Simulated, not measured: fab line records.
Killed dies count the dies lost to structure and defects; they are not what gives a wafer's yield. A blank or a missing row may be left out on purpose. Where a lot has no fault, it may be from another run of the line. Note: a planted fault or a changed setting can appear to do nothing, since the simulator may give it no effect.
Lot-split experiment | flow n5_finfet | 7 lots, 21 wafers read, on a route of 1938 steps

## THE SPLIT
At N5_BEOL_M9_ETCH_66 (etches SOC in N2/H2, target depth 80 nm, overetch 16 nm, time 120 s), the setting time_s was moved away from the recipe's 120 s on 12 of the 21 wafers read, by -8.3% to +21.7%. For the rest of the wafers, this setting stayed at what the recipe calls for.

The reading is taken at the split's own step.

## THE READING
SiARC_of_BEOL_M9_COAT_64.thk_nm (the simulator's own value, which no gauge read), in nm, at N5_BEOL_M9_ETCH_66 (etches SOC in N2/H2, target depth 80 nm, overetch 16 nm, time 120 s). The file gives no usual value for it. Across the 9 wafers here that went through the recipe, the average is 6.4 nm and the standard deviation 0.23 nm.

wafer  | tool, chamber at the split | time_s as run, s | against the recipe | SiARC_of_BEOL_M9_COAT_64.thk_nm, nm | against lot-mates on the recipe
L074.3 | rie_diel-06, 3             | 140.1            | +16.8%             | 5.4                                 | -1.0
L074.5 | rie_diel-06, 2             | 140.1            | +16.8%             | 5                                   | -1.4
L074.6 | rie_diel-06, 1             | 120              | recipe             | 6.4                                 | -
L078.2 | rie_diel-05, 0             | 120              | recipe             | 6.4                                 | -
L078.5 | rie_diel-05, 3             | 120              | recipe             | 6.2                                 | -
L078.6 | rie_diel-05, 2             | 120              | recipe             | 6.6                                 | -
L079.1 | rie_diel-06, 3             | 120              | recipe             | 6.4                                 | -
L079.2 | rie_diel-06, 3             | 136.9            | +14.1%             | 5.6                                 | -0.8
L079.3 | rie_diel-06, 3             | 136.9            | +14.1%             | 5.6                                 | -0.8
L085.1 | rie_diel-06, 1,3           | 132.2            | +10.2%             | 5.8                                 | -0.6
L085.6 | rie_diel-06, 1,3           | 132.2            | +10.2%             | 5.8                                 | -0.6
L085.3 | rie_diel-06, 3             | 120              | recipe             | 6.4                                 | -
L096.2 | rie_diel-06, 0             | 128              | +6.7%              | 6.2                                 | +0.0
L096.3 | rie_diel-06, 1             | 128              | +6.7%              | 6                                   | -0.2
L096.6 | rie_diel-06, 2             | 120              | recipe             | 6.2                                 | -
L097.2 | rie_diel-03, 3,0           | 146              | +21.7%             | 5.2                                 | -1.8
L097.4 | rie_diel-03, 3,0           | 146              | +21.7%             | 5.2                                 | -1.8
L097.3 | rie_diel-03, 1             | 120              | recipe             | 7                                   | -
L094.4 | rie_diel-05, 3             | 110              | -8.3%              | 6.6                                 | +0.2
L094.5 | rie_diel-05, 1             | 110              | -8.3%              | 6.8                                 | +0.4
L094.6 | rie_diel-05, 0             | 120              | recipe             | 6.4                                 | -
The file does not say which wafer passed through which chamber wherever a row lists several chambers: such a row stands for several wafers.

THE FIT
A straight line over all 21 wafers: SiARC_of_BEOL_M9_COAT_64.thk_nm changes by -0.058 nm for each +1% of time_s; r = -0.93; the points scatter about the line by 0.2 nm.
The same after taking each lot's own level away (the mean of its wafers on the recipe; 21 wafers): -0.0681 nm for each +1%; r = -0.95; scatter 0.22 nm.
Per that fit: largest time_s move, reading shift of 1.5 nm.
From 6.20 to 7.00 nm: that is the span of the lots' own levels, equal to 3.5 times the standard deviation above.
In other words, the slope is changed by the lot-to-lot level; the two fits disagree.
Check: -1.4 nm against its lot-mates is what the line predicts for one of the wafers moved furthest among these (+21.7%) when that wafer is left out of the fit. Against them it came out at -1.8 nm.

## FURTHER SPLITS ON THESE WAFERS
Note: prior to the reading, these wafers also went through further splits. Each is held against what the fit with the lots' levels taken away leaves over:
other split on the same wafers   | wafers away from the commonest value | r with SiARC_of_BEOL_M9_COAT_64.thk_nm (lot level and that fit taken away)
N5_BEOL_M5_VIA_ETCH_34 bias_w    | 6                                    | +0.05
N5_BEOL_M5_TRENCH_ETCH_37 time_s | 9                                    | +0.29
N5_BEOL_M6_DESCUM_33 time_s      | 11                                   | -0.15
N5_BEOL_M7_DESCUM_33 time_s      | 5                                    | +0.36
N5_BEOL_M8_ILD_DEP_00 time_s     | 9                                    | +0.22
N5_BEOL_M8_PECVD_70 temp_c       | 10                                   | -0.01

## THE FILE'S OWN FIT
SiARC_of_BEOL_M9_COAT_64.thk_nm changes by -0.0683 nm for each +1% of time_s, r = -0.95.
